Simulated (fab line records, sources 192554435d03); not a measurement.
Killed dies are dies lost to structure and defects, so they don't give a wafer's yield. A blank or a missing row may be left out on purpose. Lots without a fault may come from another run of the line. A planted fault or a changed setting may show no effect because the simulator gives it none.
A struck lot beside a sound one | flow n5_finfet | 15 steps out of a route of 1938
Sound: wafers L786.1, L786.3, L786.5. Struck: wafer L782.6. (L782.3, L782.5 of the same lot were not struck and are left out.) The cause comes at the end.
At each step with rows: each side's tool, then ch and its chambers, then its first start. Under that, the readings that differ: sound wafers | struck wafers | difference of the means | sigmas: that difference in standard deviations of wafers without a fault.
alike: readings whose means differ by less than 2 such deviations, and words and numbers that are the same on both sides. not compared: withheld readings, readings that some wafer has no value for, bounds like >300 that may hide the same value, and numbers for which the record gives no deviation and whose values overlap.
The two part at a step that has a row with sigmas, a row that says differs or no value, or rows on one side only. Numbers that don't overlap but have no deviation are shown without sigmas and don't part them. A reading that every wafer of one side lacks parts them only if that side has two wafers or more.

first, 8 steps without rows for these wafers: N5_BEOL_M11_COAT_59 (time 60 s, resist thk 100 nm); N5_BEOL_M11_COAT_60 (time 60 s, resist thk 30 nm); N5_BEOL_M11_COAT_05 (resist thk 90 nm); N5_BEOL_M11_EBR_07; N5_BEOL_M11_SOFTBAKE_06 (time 60 s); N5_BEOL_M11_EXPOSE_08 (exposes mask M11); N5_BEOL_M11_PEB_09 (peb time 60 s); N5_BEOL_M11_DEVELOP_10 (develop time 30 s).
N5_BEOL_M11_CD_MEAS_11: target cd 64.1 nm.
  sound on cd_sem-03 ch 0, day 15 20:19; struck on cd_sem-01 ch 0, day 15 05:45
  alike: cd_nm
N5_BEOL_M11_OVL_MEAS_12:
  sound on overlay-01 ch 0, day 15 20:20; struck on overlay-01 ch 0, day 15 05:47
  alike: M11_OVL
N5_BEOL_M11_INSPECT_13: inspects for defects (brightfield).
  sound on defect_inspect-01, day 15 20:22; struck on defect_inspect-01, day 15 05:48
  alike: raw_defect_count
N5_BEOL_M11_DESCUM_16: chemistry O2, time 7.9 s.
  sound on rie_diel-03 ch 0,2, day 15 20:24; struck on rie_diel-04 ch 0, day 15 05:50
  reading                | sound             | struck | difference | sigmas
  oes_product_au (a.u.)  | 0.74 0.73 0.74    | 0.90   | +0.16      | +2
  throttle_valve_pct (%) | 20.53 20.34 20.33 | 20.04  | -0.36      | -2
  alike: drypump_motor_current_A, o2_flow_sccm, rf_vpp_V, showerhead_plenum_p_Torr
  not compared: rf_hours_counter_h
N5_BEOL_M11_ETCH_61: etches SiARC in CF4, target depth 39 nm, time 65 s.
  sound on rie_diel-03 ch 0,2, day 15 20:26; struck on rie_diel-04 ch 0, day 15 05:52
  reading                | sound             | struck | difference | sigmas
  etch_rf_on_time_s (s)  | 66.2 65.3 65.6    | 49.4   | -16.3      | -15
  oes_product_au (a.u.)  | 0.62 0.62 0.63    | 0.91   | +0.29      | +4
  rf_vpp_V (V)           | 181.7 182.0 180.5 | 184.2  | +2.8       | +2
  throttle_valve_pct (%) | 15.76 15.54 15.53 | 15.18  | -0.43      | -2
  alike: drypump_motor_current_A, showerhead_plenum_p_Torr
  not compared: rf_hours_counter_h
N5_BEOL_M11_ETCH_62: etches SOC in N2/H2, target depth 110 nm, overetch 22 nm, time 165 s.
  sound on rie_diel-03 ch 0,2, day 15 20:29; struck on rie_diel-04 ch 0, day 15 05:55
  reading               | sound          | struck | difference | sigmas
  oes_product_au (a.u.) | 0.62 0.62 0.63 | 0.76   | +0.14      | +2
  alike: drypump_motor_current_A, rf_vpp_V, showerhead_plenum_p_Torr, throttle_valve_pct
  not compared: rf_hours_counter_h
-- the record jumps here: 2 days lie between the struck wafers' starts before and after (it left off in module BEOL_M11 and takes up again in module PASSIVATION, whose first step shown is number 1936 of the route) --
N5_PASSIVATION_PROBE_49:
  the record has rows for the struck wafers here (prober-02, day 17 11:47) and none for the sound ones

WHERE THEY PART
First at N5_BEOL_M11_DESCUM_16; last, within this record, at N5_PASSIVATION_PROBE_49.

WHY: what the simulator had put in
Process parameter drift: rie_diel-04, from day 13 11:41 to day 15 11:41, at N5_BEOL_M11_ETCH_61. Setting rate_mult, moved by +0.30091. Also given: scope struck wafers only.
